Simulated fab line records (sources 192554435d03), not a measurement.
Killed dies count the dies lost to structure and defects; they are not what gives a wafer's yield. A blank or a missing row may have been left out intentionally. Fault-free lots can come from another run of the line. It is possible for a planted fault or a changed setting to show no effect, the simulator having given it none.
Chamber matching ; flow n5-finfet ; N5_BEOL_M4_ALD_84 on ald-metal-03: 4 sister chambers
The step deposits TaN, pulse time 2 s, purge time 3 s, co reactant purge time 2 s. 4 wafers are shown with their chamber, then 10 later ones without.

## WAFERS PAIRED WITH THEIR CHAMBERS
wafer;chamber;heater-power-w (W)
L082.2;0;393
L082.3;1;540
L083.2;2;424
L083.4;3;415

## WAFERS MISSING THEIR CHAMBER
wafer;heater-power-w (W)
L083.5;428
L086.1;404
L086.4;530
L086.5;397
L090.2;535
L090.4;391
L090.6;397
L096.1;535
L096.3;401
L096.4;403

## EACH ONE'S CHAMBER
wafer;from the rows above;in truth
L083.5;can't be placed: 2 or 3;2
L086.1;can't be placed: 0 or 3 or 2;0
L086.4;1;1
L086.5;0;0
L090.2;1;1
L090.4;0;0
L090.6;0;0
L096.1;1;1
L096.3;can't be placed: 0 or 3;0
L096.4;can't be placed: 0 or 3 or 2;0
Placed correctly: 6 of 10. Can't be placed from these rows: 4 (the true chamber is among the candidates in 4). Placed wrongly: 0.
How it was worked out, from the rows above alone: a wafer's distance from a chamber is the root of the sum, over the readings, of the square of ((its reading less the chamber's mean) divided by the reading's scatter). The wafer belongs to the nearest chamber; if the next one is less than 2 further off, it can't be placed. For every chamber, the mean is computed from those of its wafers that are shown. The scatter (one wafer shown for each chamber): square how far every hidden wafer sits from the nearest shown wafer, average those squares and take the square root.
